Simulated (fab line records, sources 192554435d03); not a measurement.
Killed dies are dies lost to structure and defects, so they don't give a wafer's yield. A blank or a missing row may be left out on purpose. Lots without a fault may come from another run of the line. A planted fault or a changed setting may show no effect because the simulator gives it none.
fab line records | flow n5_finfet
record lots=24 wafers=72 last_day=17
route steps=1938 shown BEOL_M8@1377 BEOL_M9@1437 BEOL_M10@1474
lots that met no fault: from a run of the same line without faults
start_h: hours from the record's first day to the start of the lot's first wafer shown | wait_h: hours since the lot's step before | " the same as in the row above | L1.1+2: a row that stands for several wafers | - no value, or no start given | * or withheld: withheld | < > ~ a bound
route shown NAME@n: a module of which the file shows steps, and the number in the route of the first | usual: mean/standard deviation of fault-free wafers | same: alike in all rows | chamber/n: place in a boat | sites: the reading at each site | _std_site: their standard deviation | _edge_site: outer sites' mean less inner sites' | radius_mm: how far each site lies from the wafer's centre | mask NAME#n: copy n | behind: the tool/chamber that last shaped the wafer | hold: why the lot was held/for how many hours/how that ended | device: the transistor (n, p or np) that didn't switch | end of line: the same wafers' tests at the end of the route | a step without rows: its recipe alone | killed: dies lost to structure and defects at the first sort, not the wafer's yield | map: a wafer's dies, x killed, . not, _ none there
set.NAME: the setting as run; set.NAME@STEP: as run at that earlier step | model.NAME: the simulator's own value behind a step, which no gauge read
steps of the route over a sample of lots; a table a step, a row a wafer
services: from which hour (start_h, from the record's first day; less than 0 if before it) a tool's chamber was out of use, for how many hours, and why
## steps
# step N5_BEOL_M8_TRENCH_ETCH_37
# recipe chemistry=C4F6/O2 target_depth_a=934.78 target=SiCOH_lowk time_s=31.2 ion_energy_ev=250 pressure_mtorr=30 source_w=345 bias_w=185 Ar_flow_sccm=300 C4F6_flow_sccm=10 O2_flow_sccm=10
# usual drypump_motor_current_A=5.7/0.41 oes_product_au=0.79/0.085 rf_vpp_V=667/12 showerhead_plenum_p_Torr=2.82/0.092 throttle_valve_pct=20.90/0.16
# columns lot.wafer tool chamber start_h wait_h drypump_motor_current_A oes_product_au rf_hours_counter_h rf_vpp_V showerhead_plenum_p_Torr throttle_valve_pct
L074.1 rie_diel-03 3 - - 5.6 0.88 47 673 2.78 20.84
L074.3 " 2 " " 6.2 0.73 175 662 2.73 20.94
L074.6 " 0 " " 6.1 0.80 - 663 2.76 21.02
L076.1 rie_diel-03 3 - - 5.6 0.88 48 672 2.78 20.85
L076.4 " 1 " " 5.3 0.95 15 687 2.90 20.90
L076.6 " 1 " " 5.3 0.96 - 688 2.90 20.90
L075.1 rie_diel-05 2 - - 5.7 0.73 194 687 2.96 20.68
L075.3 " 1 " " 5.2 0.71 197 665 2.83 20.98
L075.6 " 3 " " 5.2 0.91 - 675 2.79 21.02
L077.2 rie_diel-06 1 - - 5.4 0.75 153 661 2.83 20.60
L077.3 " 2 " " 5.7 0.92 14 656 3.01 20.60
L077.5 " 1 " " 5.4 0.76 - 662 2.83 20.60
L079.2 rie_diel-06 1 - - 5.4 0.75 155 660 2.83 20.62
L079.4 " 3 " " 6.4 0.70 - 663 2.72 20.97
L079.6 " 2 " " 5.6 0.91 - 657 3.01 20.59
L081.3 rie_diel-03 1 - - 5.3 0.92 29 687 2.89 20.92
L081.5 " 0 " " 6.1 0.79 - 663 2.76 21.02
L081.6 " 3 " " 5.6 0.86 - 672 2.77 20.86
L078.1 rie_diel-06 2 - - 5.7 0.91 18 656 3.01 20.59
L078.2 " 3 " " 6.4 0.70 220 665 2.72 20.95
L078.5 " 2 " " 5.7 0.91 - 657 3.01 20.59
L080.1 rie_diel-06 2 - - 5.6 0.90 20 655 3.01 20.59
L080.4 " 2 " " 5.6 0.90 - 656 3.01 20.60
L080.5 " 1 " " 5.4 0.76 - 661 2.83 20.63
L082.1 rie_diel-05 1 - - 5.2 0.70 208 665 2.82 21.00
L082.2 " 2 " " 5.7 0.73 206 685 2.96 20.69
L082.5 " 0 " " 5.7 0.70 - 643 2.81 21.00
L084.1 rie_diel-03 3 - - 5.6 0.85 69 670 2.77 20.88
L084.2 " 0 " " 6.1 0.79 128 660 2.76 21.04
L084.3 " 1 " " 5.3 0.90 36 687 2.89 20.92
L083.2 rie_diel-03 2 - - 6.2 0.71 199 663 2.71 20.97
L083.3 " 3 " " 5.6 0.85 69 670 2.77 20.87
L083.4 " 0 " " 6.1 0.78 128 662 2.76 21.04
L085.1 rie_diel-06 3 - - 6.5 0.69 231 665 2.71 20.97
L085.2 " 2 " " 5.7 0.88 33 657 3.00 20.62
L085.3 " 1 " " 5.4 0.74 172 661 2.82 20.64
L086.1 rie_diel-03 3 - - 5.6 0.84 77 672 2.77 20.91
L086.2 " 1 " " 5.3 0.90 43 685 2.89 20.93
L086.4 " 0 " " 6.1 0.77 136 662 2.75 21.05
L088.2 rie_diel-03 0 - - 6.1 0.78 138 661 2.75 21.06
L088.3 " 1 " " 5.3 0.89 45 687 2.89 20.95
L088.5 " 1 " " 5.3 0.90 - 686 2.89 20.94
L087.1 rie_diel-03 2 - - 6.2 0.72 207 663 2.71 21.00
L087.5 " 2 " " 6.2 0.73 - 662 2.71 21.00
L087.6 " 0 " " 6.1 0.78 - 664 2.75 21.06
L089.2 rie_diel-06 3 - - 6.4 0.70 240 665 2.71 20.98
L089.5 " 3 " " 6.4 0.69 - 665 2.71 20.96
L089.6 " 2 " " 5.6 0.86 - 656 3.00 20.63
L092.1 rie_diel-05 0 - - 5.7 0.68 234 643 2.80 21.04
L092.2 " 2 " " 5.7 0.72 228 686 2.95 20.75
L092.4 " 1 " " 5.2 0.69 230 665 2.81 21.02
L090.1 rie_diel-05 1 - - 5.2 0.69 230 663 2.81 21.02
L090.3 " 2 " " 5.7 0.71 229 686 2.95 20.73
L090.4 " 3 " " 5.2 0.85 56 676 2.78 21.06
L091.1 rie_diel-06 2 - - 5.7 0.85 44 655 3.00 20.63
L091.2 " 1 " " 5.4 0.73 181 660 2.82 20.65
L091.6 " 1 " " 5.4 0.73 - 660 2.82 20.65
L093.2 rie_diel-03 3 - - 5.6 0.83 87 671 2.76 20.90
L093.5 " 2 " " 6.2 0.71 - 663 2.71 21.00
L093.6 " 1 " " 5.2 0.88 - 687 2.88 20.97
L094.3 rie_diel-05 3 - - 5.2 0.85 62 676 2.77 21.08
L094.4 " 1 " " 5.2 0.69 235 665 2.81 21.03
L094.5 " 3 " " 5.2 0.85 - 675 2.77 21.08
L095.1 rie_diel-05 2 - - 5.7 0.71 236 685 2.94 20.74
L095.2 " 0 " " 5.7 0.69 243 641 2.80 21.04
L095.6 " 1 " " 5.2 0.69 - 665 2.81 21.03
L097.1 rie_diel-03 0 - - 6.1 0.76 159 661 2.74 21.07
L097.2 " 3 " " 5.6 0.82 97 670 2.76 20.92
L097.5 " 1 " " 5.3 0.86 - 686 2.88 21.00
L096.1 rie_diel-05 1 - - 5.2 0.68 244 664 2.80 21.04
L096.2 " 2 " " 5.7 0.70 244 686 2.94 20.75
L096.5 " 0 " " 5.7 0.68 - 641 2.80 21.06
# step N5_BEOL_M8_PRE_CLEAN_45
# recipe gas=H2/He time_s=30 temp_c=250
# usual heater_power_w=361/51
# columns lot.wafer tool chamber start_h wait_h heater_power_w
L074.1 pvd_sputter-03 - 192.02 0.0 284
L074.3 " - " " 313
L074.6 " - " " 318
L076.1 pvd_sputter-01 - 198.26 0.0 428
L076.4 " - " " 406
L076.6 " - " " 416
L075.1 pvd_sputter-01 - 204.03 0.0 407
L075.3 " - " " 441
L075.6 " - " " 343
L077.2 pvd_sputter-02 - 225.13 0.0 356
L077.3 " - " " 304
L077.5 " - " " 362
L079.2 pvd_sputter-02 - 231.19 0.0 368
L079.4 " - " " 309
L079.6 " - " " 359
L081.3 pvd_sputter-01 - 235.48 0.0 428
L081.5 " - " " 341
L081.6 " - " " 372
L078.1 pvd_sputter-02 - 235.72 0.0 458
L078.2 " - " " 304
L078.5 " - " " 367
L080.1 pvd_sputter-03 - 238.29 0.0 275
L080.4 " - " " 381
L080.5 " - " " 400
L082.1 pvd_sputter-03 - 238.85 0.0 372
L082.2 " - " " 384
L082.5 " - " " 312
L084.1 pvd_sputter-02 - 254.68 0.0 378
L084.2 " - " " 296
L084.3 " - " " 358
L083.2 pvd_sputter-01 - 254.90 0.0 340
L083.3 " - " " 394
L083.4 " - " " 357
L085.1 pvd_sputter-02 - 267.07 0.0 455
L085.2 " - " " 379
L085.3 " - " " 351
L086.1 pvd_sputter-01 - 278.08 0.0 423
L086.2 " - " " 361
L086.4 " - " " 333
L088.2 pvd_sputter-02 - 281.69 0.0 305
L088.3 " - " " 443
L088.5 " - " " 310
L087.1 pvd_sputter-02 - 282.23 0.0 361
L087.5 " - " " 457
L087.6 " - " " 369
L089.2 pvd_sputter-02 - 296.31 0.0 349
L089.5 " - " " 312
L089.6 " - " " 458
L092.1 pvd_sputter-03 - 302.17 0.0 283
L092.2 " - " " 307
L092.4 " - " " 394
L090.1 pvd_sputter-02 - 302.17 0.0 361
L090.3 " - " " 470
L090.4 " - " " 307
L091.1 pvd_sputter-03 - 302.25 0.0 384
L091.2 " - " " 309
L091.6 " - " " 390
L093.2 pvd_sputter-03 - 309.83 0.0 382
L093.5 " - " " 280
L093.6 " - " " 382
L094.3 pvd_sputter-03 - 316.57 0.0 377
L094.4 " - " " 278
L094.5 " - " " 278
L095.1 pvd_sputter-03 - 321.86 0.0 386
L095.2 " - " " 312
L095.6 " - " " 312
L097.1 pvd_sputter-02 - 340.89 0.0 370
L097.2 " - " " 356
L097.5 " - " " 367
L096.1 pvd_sputter-01 - 341.45 0.0 414
L096.2 " - " " 343
L096.5 " - " " 410
# step N5_BEOL_M8_INSPECT_58
# recipe inspect_instrument=darkfield mode=post_dep
# usual raw_defect_count=70/26
# columns lot.wafer tool chamber start_h wait_h raw_defect_count
L074.1 defect_inspect-02 - 194.16 0.0 91
L074.3 " - " " 66
L074.6 " - " " 50
L076.1 defect_inspect-02 - 199.80 0.0 57
L076.4 " - " " 46
L076.6 " - " " 47
L075.1 defect_inspect-01 - 207.22 0.0 46
L075.3 " - " " 31
L075.6 " - " " 60
L077.2 defect_inspect-01 - 227.96 0.0 57
L077.3 " - " " 91
L077.5 " - " " 48
L079.2 defect_inspect-01 - 233.05 0.0 65
L079.4 " - " " 76
L079.6 " - " " 52
L081.3 defect_inspect-02 - 238.53 0.0 85
L081.5 " - " " 72
L081.6 " - " " 77
L078.1 defect_inspect-02 - 238.76 0.0 39
L078.2 " - " " 47
L078.5 " - " " 51
L080.1 defect_inspect-01 - 240.22 0.0 80
L080.4 " - " " 54
L080.5 " - " " 67
L082.1 defect_inspect-01 - 240.48 0.0 95
L082.2 " - " " 45
L082.5 " - " " 63
L084.1 defect_inspect-01 - 258.63 0.0 76
L084.2 " - " " 76
L084.3 " - " " 113
L083.2 defect_inspect-01 - 258.78 0.0 52
L083.3 " - " " 67
L083.4 " - " " 61
L085.1 defect_inspect-02 - 268.72 0.0 60
L085.2 " - " " 33
L085.3 " - " " 47
L086.1 defect_inspect-01 - 279.85 0.0 111
L086.2 " - " " 59
L086.4 " - " " 94
L088.2 defect_inspect-02 - 284.01 0.0 67
L088.3 " - " " 58
L088.5 " - " " 75
L087.1 defect_inspect-01 - 285.87 0.0 72
L087.5 " - " " 83
L087.6 " - " " 56
L089.2 defect_inspect-01 - 298.05 0.0 113
L089.5 " - " " 78
L089.6 " - " " 95
L092.1 defect_inspect-01 - 303.74 0.0 103
L092.2 " - " " 81
L092.4 " - " " 100
L090.1 defect_inspect-02 - 304.19 0.0 33
L090.3 " - " " 36
L090.4 " - " " 70
L091.1 defect_inspect-01 - 304.20 0.0 43
L091.2 " - " " 29
L091.6 " - " " 46
L093.2 defect_inspect-02 - 311.50 0.0 101
L093.5 " - " " 80
L093.6 " - " " 111
L094.3 defect_inspect-02 - 318.41 0.0 71
L094.4 " - " " 108
L094.5 " - " " 90
L095.1 defect_inspect-02 - 323.83 0.0 83
L095.2 " - " " 50
L095.6 " - " " 44
L097.1 defect_inspect-01 - 342.54 0.0 133
L097.2 " - " " 106
L097.5 " - " " 98
L096.1 defect_inspect-02 - 343.16 0.0 46
L096.2 " - " " 47
L096.5 " - " " 49
# step N5_BEOL_M9_DESCUM_33
# recipe chemistry=O2 time_s=7 source_power_w=50 bias_power_w=20 pressure_mtorr=20 rf_frequency_hz=2.712e+07 temp_c=40 resist=CAR-EUV o2_flow_sccm=225
# usual drypump_motor_current_A=5.4/0.48 oes_product_au=0.81/0.098 rf_vpp_V=243.5/1.4 showerhead_plenum_p_Torr=2.11/0.067 temp_c=39.99/0.11 throttle_valve_pct=20.31/0.29
# columns lot.wafer tool chamber start_h wait_h drypump_motor_current_A oes_product_au rf_hours_counter_h rf_vpp_V showerhead_plenum_p_Torr temp_c throttle_valve_pct
L074.1 rie_diel-02 3 197.21 0.0 4.9 0.87 48 243.7 2.03 39.83 20.38
L074.3 " 2 " " 5.1 0.71 212 243.2 2.07 39.97 20.32
L074.6 " 3 " " 4.9 0.87 - 242.9 2.03 39.87 20.39
L076.1 rie_diel-02 2 204.53 0.0 5.1 0.71 214 242.6 2.07 39.93 20.32
L076.4 " 1 " " 5.6 0.74 167 246.0 2.17 39.87 20.55
L076.6 " 3 " " 4.9 0.85 - 242.8 2.03 39.95 20.39
L075.1 rie_diel-02 3 215.13 0.0 4.9 0.86 53 241.9 2.03 40.09 20.39
L075.3 " 2 " " 5.1 0.70 217 241.8 2.07 39.85 20.33
L075.6 " 3 " " 4.9 0.85 - 243.0 2.03 39.99 20.40
L077.2 rie_diel-04 2 230.87 0.0 4.7 0.88 40 245.0 2.21 40.00 20.17
L077.3 " 0 " " 5.4 0.90 32 241.1 2.05 40.02 20.28
L077.5 " 0 " " 5.4 0.91 - 243.6 2.05 40.07 20.30
L079.2 rie_diel-01 3 237.17 0.0 5.7 0.69 210 244.3 2.15 39.86 20.35
L079.4 " 1 " " 6.0 0.95 17 242.4 2.05 39.90 19.88
L079.6 " 1 " " 6.0 0.94 - 243.5 2.05 39.91 19.89
L081.3 rie_diel-02 3 240.74 0.0 5.0 0.84 61 242.8 2.03 39.86 20.41
L081.5 " 1 " " 5.6 0.73 - 243.8 2.17 39.89 20.56
L081.6 " 0 " " 6.5 0.93 - 243.6 2.13 40.27 19.78
L078.1 rie_diel-02 1 241.24 0.0 5.6 0.74 179 245.2 2.17 40.04 20.57
L078.2 " 2 " " 5.1 0.71 226 242.3 2.07 40.03 20.35
L078.5 " 3 " " 5.0 0.84 - 241.5 2.03 40.00 20.36
L080.1 rie_diel-01 3 243.06 0.1 5.7 0.69 213 242.3 2.15 39.98 20.34
L080.4 " 0 " " 5.3 0.82 98 244.7 2.21 40.13 20.46
L080.5 " 2 " " 5.4 0.70 - 243.6 2.08 40.04 20.60
L082.1 rie_diel-01 3 243.50 0.0 5.7 0.68 213 245.2 2.15 39.88 20.35
L082.2 " 2 " " 5.4 0.70 197 241.6 2.08 39.89 20.59
L082.5 " 3 " " 5.7 0.69 - 244.3 2.15 39.93 20.33
L083.2 rie_diel-04 0 263.24 0.0 5.4 0.89 40 242.8 2.05 39.82 20.30
L083.3 " 2 " " 4.7 0.86 48 246.5 2.21 39.93 20.19
L083.4 " 1 " " 5.1 0.95 19 244.8 2.12 40.16 19.94
L084.1 rie_diel-01 2 263.28 0.0 5.4 0.69 203 242.5 2.08 39.99 20.60
L084.2 " 1 " " 6.0 0.92 25 242.5 2.05 39.78 19.89
L084.3 " 0 " " 5.3 0.80 103 244.7 2.21 40.02 20.47
L085.1 rie_diel-02 2 272.11 0.0 5.1 0.70 237 242.8 2.07 39.97 20.36
L085.2 " 0 " " 6.5 0.90 18 245.0 2.13 40.08 19.77
L085.3 " 3 " " 5.0 0.84 72 242.0 2.03 40.12 20.42
L086.1 rie_diel-01 1 283.32 0.0 6.0 0.91 31 242.3 2.05 39.96 19.88
L086.2 " 0 " " 5.3 0.79 108 243.9 2.21 40.01 20.47
L086.4 " 2 " " 5.4 0.69 210 242.5 2.07 39.98 20.61
L088.2 rie_diel-04 0 288.53 0.1 5.4 0.88 48 242.5 2.05 40.21 20.32
L088.3 " 2 " " 4.7 0.85 56 245.7 2.20 40.04 20.20
L088.5 " 2 " " 4.7 0.86 - 246.2 2.20 40.00 20.19
L087.1 rie_diel-04 2 289.01 0.0 4.8 0.84 56 245.0 2.20 40.02 20.19
L087.5 " 3 " " 5.9 0.68 - 241.9 1.98 40.04 20.87
L087.6 " 2 " " 4.7 0.85 - 245.4 2.20 39.99 20.20
L089.2 rie_diel-04 0 303.14 0.5 5.4 0.87 51 244.0 2.05 39.85 20.30
L089.5 " 2 " " 4.7 0.84 - 245.3 2.20 40.16 20.21
L089.6 " 1 " " 5.1 0.92 - 243.9 2.12 40.10 19.97
L092.1 rie_diel-02 0 307.79 0.1 6.5 0.88 29 243.0 2.12 39.99 19.79
L092.2 " 3 " " 4.9 0.82 83 242.3 2.02 39.90 20.43
L092.4 " 1 " " 5.6 0.72 197 241.9 2.16 40.04 20.60
L091.1 rie_diel-01 3 307.97 0.0 5.7 0.67 232 243.0 2.14 39.98 20.36
L091.2 " 1 " " 6.0 0.90 38 243.2 2.04 39.91 19.90
L091.6 " 1 " " 6.0 0.90 - 241.9 2.04 39.92 19.91
L090.1 rie_diel-04 1 308.88 0.0 5.1 0.91 33 243.3 2.11 40.10 19.96
L090.3 " 0 " " 5.4 0.87 54 242.7 2.05 40.07 20.31
L090.4 " 2 " " 4.8 0.84 - 246.6 2.20 39.82 20.20
L093.2 rie_diel-02 1 314.90 0.0 5.6 0.71 200 244.5 2.16 39.93 20.61
L093.5 " 1 " " 5.6 0.72 - 244.3 2.16 39.89 20.61
L093.6 " 3 " " 5.0 0.81 - 242.0 2.02 39.81 20.45
L094.3 rie_diel-04 3 325.35 0.0 5.9 0.97 4 243.9 2.24 39.92 20.56
L094.4 " 2 " " 4.7 0.84 - 245.7 2.20 39.85 20.22
L094.5 " 1 " " 5.1 0.90 - 244.0 2.11 39.93 19.96
L095.1 rie_diel-01 0 327.79 0.2 5.3 0.79 122 246.1 2.20 40.04 20.50
L095.2 " 2 " " 5.4 0.68 224 242.8 2.07 39.79 20.63
L095.6 " 2 " " 5.4 0.67 - 243.1 2.07 40.03 20.62
L096.1 rie_diel-02 1 348.20 0.0 5.6 0.71 211 244.4 2.15 40.10 20.63
L096.2 " 0 " " 6.5 0.86 43 243.1 2.12 39.92 19.81
L096.5 " 2 " " 5.1 1.00 - 243.3 2.06 39.85 20.03
L097.1 rie_diel-01 1 348.41 0.0 6.0 0.87 51 243.0 2.04 39.97 19.92
L097.2 " 0 " " 5.3 0.77 129 245.0 2.20 39.99 20.52
L097.5 " 2 " " 5.4 0.68 - 241.5 2.07 40.01 20.64
# step N5_BEOL_M9_SURFACE_TREAT_79
# recipe gas=Ar time_s=* ion_energy_ev=* ion_current_ma_cm2=0.5 pressure_mtorr=* ar_flow_sccm=30
# usual throttle_valve_pct=*
# columns lot.wafer tool chamber start_h wait_h throttle_valve_pct
L074.1 pvd_sputter-01 - 198.88 0.2 *
L074.3 " - " " *
L074.6 " - " " *
L076.1 pvd_sputter-02 - 206.10 0.2 *
L076.4 " - " " *
L076.6 " - " " *
L075.1 pvd_sputter-02 - 216.93 0.5 *
L075.3 " - " " *
L075.6 " - " " *
L077.2 pvd_sputter-02 - 232.41 0.2 *
L077.3 " - " " *
L077.5 " - " " *
L079.2 pvd_sputter-03 - 238.65 0.2 *
L079.4 " - " " *
L079.6 " - " " *
L081.3 pvd_sputter-02 - 243.19 0.4 *
L081.5 " - " " *
L081.6 " - " " *
L078.1 pvd_sputter-02 - 243.23 0.4 *
L078.2 " - " " *
L078.5 " - " " *
L080.1 pvd_sputter-02 - 245.73 1.2 *
L080.4 " - " " *
L080.5 " - " " *
L082.1 pvd_sputter-03 - 246.84 0.2 *
L082.2 " - " " *
L082.5 " - " " *
L083.2 pvd_sputter-01 - 266.35 0.2 *
L083.3 " - " " *
L083.4 " - " " *
L084.1 pvd_sputter-02 - 266.47 0.2 *
L084.2 " - " " *
L084.3 " - " " *
L085.1 pvd_sputter-03 - 274.02 0.5 *
L085.2 " - " " *
L085.3 " - " " *
L086.1 pvd_sputter-02 - 286.50 0.2 *
L086.2 " - " " *
L086.4 " - " " *
L088.2 pvd_sputter-02 - 290.35 0.2 *
L088.3 " - " " *
L088.5 " - " " *
L087.1 pvd_sputter-02 - 290.64 0.3 *
L087.5 " - " " *
L087.6 " - " " *
L089.2 pvd_sputter-02 - 306.56 0.2 *
L089.5 " - " " *
L089.6 " - " " *
L092.1 pvd_sputter-02 - 310.09 0.2 *
L092.2 " - " " *
L092.4 " - " " *
L091.1 pvd_sputter-02 - 310.25 0.2 *
L091.2 " - " " *
L091.6 " - " " *
L090.1 pvd_sputter-02 - 310.75 0.2 *
L090.3 " - " " *
L090.4 " - " " *
L093.2 pvd_sputter-02 - 316.59 0.2 *
L093.5 " - " " *
L093.6 " - " " *
L094.3 pvd_sputter-03 - 326.80 0.2 *
L094.4 " - " " *
L094.5 " - " " *
L095.1 pvd_sputter-03 - 329.32 0.2 *
L095.2 " - " " *
L095.6 " - " " *
L096.1 pvd_sputter-03 - 349.88 0.2 *
L096.2 " - " " *
L096.5 " - " " *
L097.1 pvd_sputter-02 - 350.22 0.3 *
L097.2 " - " " *
L097.5 " - " " *
# step N5_BEOL_M10_HM_DEP_02
# recipe material=TiN target_thk_a=200 temp_c=25 chamber_pressure_pa=0.49996
# usual throttle_valve_pct=30.3/1
# columns lot.wafer tool chamber start_h wait_h throttle_valve_pct
L074.1 pvd_sputter-01 - 203.39 0.8 31.0
L074.3 " - " " 31.0
L074.6 " - " " 30.8
L076.1 pvd_sputter-02 - 209.40 1.0 29.0
L076.4 " - " " 29.9
L076.6 " - " " 30.3
L075.1 pvd_sputter-01 - 220.87 1.1 31.4
L075.3 " - " " 31.2
L075.6 " - " " 31.5
L077.2 pvd_sputter-01 - 235.26 1.0 31.6
L077.3 " - " " 29.4
L077.5 " - " " 30.6
L079.2 pvd_sputter-03 - 241.58 0.3 31.6
L079.4 " - " " 28.4
L079.6 " - " " 28.4
L081.3 pvd_sputter-03 - 246.60 1.4 29.2
L081.5 " - " " 31.6
L081.6 " - " " 30.2
L078.1 pvd_sputter-03 - 246.74 0.6 29.1
L078.2 " - " " 28.3
L078.5 " - " " 28.4
L080.1 pvd_sputter-03 - 248.20 0.1 28.3
L080.4 " - " " 30.6
L080.5 " - " " 29.2
L082.1 pvd_sputter-01 - 251.02 0.5 29.9
L082.2 " - " " 31.0
L082.5 " - " " 31.1
L083.2 pvd_sputter-02 - 269.49 1.3 28.7
L083.3 " - " " 31.4
L083.4 " - " " 30.1
L084.1 pvd_sputter-03 - 269.76 0.8 28.4
L084.2 " - " " 30.3
L084.3 " - " " 31.8
L085.1 pvd_sputter-01 - 277.84 1.9 31.5
L085.2 " - " " 31.0
L085.3 " - " " 31.1
L086.1 pvd_sputter-02 - 289.55 1.1 30.0
L086.2 " - " " 30.1
L086.4 " - " " 28.9
L088.2 pvd_sputter-01 - 293.74 0.7 31.3
L088.3 " - " " 31.3
L088.5 " - " " 30.9
L087.1 pvd_sputter-02 - 295.26 1.0 30.2
L087.5 " - " " 31.4
L087.6 " - " " 30.1
L089.2 pvd_sputter-01 - 308.67 0.3 29.5
L089.5 " - " " 31.4
L089.6 " - " " 29.8
L092.1 pvd_sputter-03 - 313.05 1.1 30.4
L092.2 " - " " 31.7
L092.4 " - " " 28.5
L091.1 pvd_sputter-02 - 313.17 0.7 30.3
L091.2 " - " " 31.6
L091.6 " - " " 29.7
L090.1 pvd_sputter-02 - 313.67 0.3 31.7
L090.3 " - " " 28.9
L090.4 " - " " 30.6
L093.2 pvd_sputter-01 - 320.73 2.2 30.9
L093.5 " - " " 31.1
L093.6 " - " " 31.5
L094.3 pvd_sputter-01 - 329.45 0.0 31.7
L094.4 " - " " 31.8
L094.5 " - " " 31.3
L095.1 pvd_sputter-03 - 333.84 2.6 29.0
L095.2 " - " " 31.7
L095.6 " - " " 28.2
L096.1 pvd_sputter-02 - 353.52 1.2 31.4
L096.2 " - " " 28.9
L096.5 " - " " 30.6
L097.1 pvd_sputter-02 - 353.98 0.9 29.9
L097.2 " - " " 29.1
L097.5 " - " " 30.4
## services
# columns tool chamber start_h hours kind
rie_diel-05 2 169.34 16.3 repair
rie_diel-05 0 170.33 5.8 repair
rie_diel-04 1 178.16 - clean
rie_diel-04 1 178.16 - consumable_replace:focus_ring
rie_diel-04 1 178.16 17.2 scheduled_down
rie_diel-04 1 178.16 17.2 vent_cycle
rie_diel-02 0 185.57 - clean
rie_diel-02 0 185.57 - consumable_replace:focus_ring
rie_diel-02 0 185.57 15.5 scheduled_down
rie_diel-02 0 185.57 15.5 vent_cycle
rie_diel-01 1 187.31 5.4 repair
rie_diel-03 0 223.19 7.0 repair
rie_diel-02 0 227.10 2.8 repair
rie_diel-06 3 249.82 7.8 repair
rie_diel-02 1 264.14 12.0 repair
rie_diel-06 1 268.25 3.5 repair
rie_diel-05 1 280.42 2.5 repair
pvd_sputter-01 - 290.79 0.8 repair
pvd_sputter-01 - 294.87 7.9 repair
rie_diel-02 2 311.35 - clean
rie_diel-02 2 311.35 - consumable_replace:focus_ring
rie_diel-02 2 311.35 23.3 scheduled_down
rie_diel-02 2 311.35 23.3 vent_cycle
pvd_sputter-02 - 330.33 4.9 repair
## key
fault none
